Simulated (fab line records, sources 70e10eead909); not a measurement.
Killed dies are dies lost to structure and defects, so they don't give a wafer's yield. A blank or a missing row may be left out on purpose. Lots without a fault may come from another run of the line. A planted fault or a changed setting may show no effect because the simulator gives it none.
Chamber matching | flow nand_harc | NHARC_P_GATE_DESCUM_93 on rie_diel-09: 4 sister chambers
The step chemistry O2, time 3 s. 4 wafers are shown with their chamber, then 7 later ones without.

WAFERS WITH THEIR CHAMBER
wafer  | chamber | drypump_motor_current_A (A)
L081.1 | 0       | 5.6
L081.3 | 3       | 6.3
L086.1 | 1       | 5.8
L086.2 | 2       | 5.9

WAFERS WITHOUT THEIR CHAMBER
wafer  | drypump_motor_current_A (A)
L086.3 | 5.6
L087.4 | 5.6
L087.5 | 5.6
L087.6 | 6.3
L091.1 | 5.6
L091.2 | 6.4
L091.5 | 6.4

WHICH CHAMBER EACH WENT THROUGH
wafer  | from the rows above | in truth
L086.3 | 0                   | 0
L087.4 | 0                   | 0
L087.5 | 0                   | 0
L087.6 | 3                   | 3
L091.1 | 0                   | 0
L091.2 | 3                   | 3
L091.5 | 3                   | 3
Placed correctly: 7 of 7. Can't be placed from these rows: 0. Placed wrongly: 0.
How it was worked out, from the rows above alone: a wafer's distance from a chamber is the root of the sum, over the readings, of the square of ((its reading less the chamber's mean) divided by the reading's scatter). The wafer belongs to the nearest chamber; if the next one is less than 2 further off, it can't be placed. A chamber's mean is the mean of its shown wafers. The scatter: with one shown wafer a chamber, the root of the mean of the squares of how far each hidden wafer lies from its nearest shown one.
